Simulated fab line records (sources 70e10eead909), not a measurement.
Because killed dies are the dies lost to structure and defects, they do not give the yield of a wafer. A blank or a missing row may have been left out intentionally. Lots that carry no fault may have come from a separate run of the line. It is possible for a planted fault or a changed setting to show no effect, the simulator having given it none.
What tool caused it?	flow nand-harc	7 lots with 21 wafers sampled at 3 steps, on a route of 1302 steps

## WHAT EACH GAUGE READ, for each wafer
NHARC_THIN_TSV_CD_MEAS_16.
lot	measured	on	cd-nm (nm)
L944	day 23 17:38	cd-sem-01	999.0 1000.6 1003.8
L947	day 25 11:11	cd-sem-03	1001.6 1000.3 1002.3
L951	day 27 01:25	cd-sem-02	1001.3 999.5 999.9
L960	day 30 03:05	cd-sem-01	1001.4 1002.8 997.7
L961	day 30 14:35	cd-sem-01	1001.3 1000.7 997.9
L962	day 31 12:38	cd-sem-01	998.3 997.4 997.8
L967	day 33 10:31	cd-sem-02	996.8 999.5 999.4

## WHICH TOOL RAN EACH LOT (tool, then ch and the chambers of the sampled wafers, then the start)
lot	NHARC_A_M0_ECD_22	NHARC_THIN_TSV_ETCH_44
L944	ecd-cu-01 ch 0,1, day 22 18:26	rie-diel-13 ch 0,3, day 23 16:55
L947	ecd-cu-01 ch 0,1, day 24 11:31	rie-diel-06 ch 0,1,2, day 25 10:35
L951	ecd-cu-01 ch 0,1, day 26 01:17	rie-diel-10 ch 0,1,2, day 27 00:43
L960	ecd-cu-02 ch 0,1, day 29 04:03	rie-diel-10 ch 0,2,3, day 30 02:22
L961	ecd-cu-01 ch 0,1, day 29 15:10	rie-diel-10 ch 1,2,3, day 30 13:52
L962	ecd-cu-01 ch 0,1, day 30 14:59	rie-diel-10 ch 1,2, day 31 11:59
L967	ecd-cu-01 ch 0, day 32 10:34	rie-diel-06 ch 0,2,3, day 33 09:48
- NHARC_A_M0_ECD_22: material Cu, target thk 400 nm.
- NHARC_THIN_TSV_ETCH_44: etches the open film in CF4/O2, target depth 1594.2 nm, time 797.1 s.

## THE ANSWER, worked out from the rows above alone
Rule: the usual values come from the lots themselves. The widest of any qualifying gaps counts: lots, ordered by their means at a reading, are off when they make up no more than a third of the lots, leave a main group of 4 or more, and stand apart from it by 3 or more times the standard deviation of that group's means. The tables above print the reading to a certain number of digits; a main group whose means all agree to those digits is not used. A lot without any number at a reading at which 4 lots or more have one is off too. All remaining lots with rows at the step are treated as sound.
No lot is off on any of the readings shown, so nothing can be concluded from this.

## WHAT THE SIMULATOR HAD PUT IN
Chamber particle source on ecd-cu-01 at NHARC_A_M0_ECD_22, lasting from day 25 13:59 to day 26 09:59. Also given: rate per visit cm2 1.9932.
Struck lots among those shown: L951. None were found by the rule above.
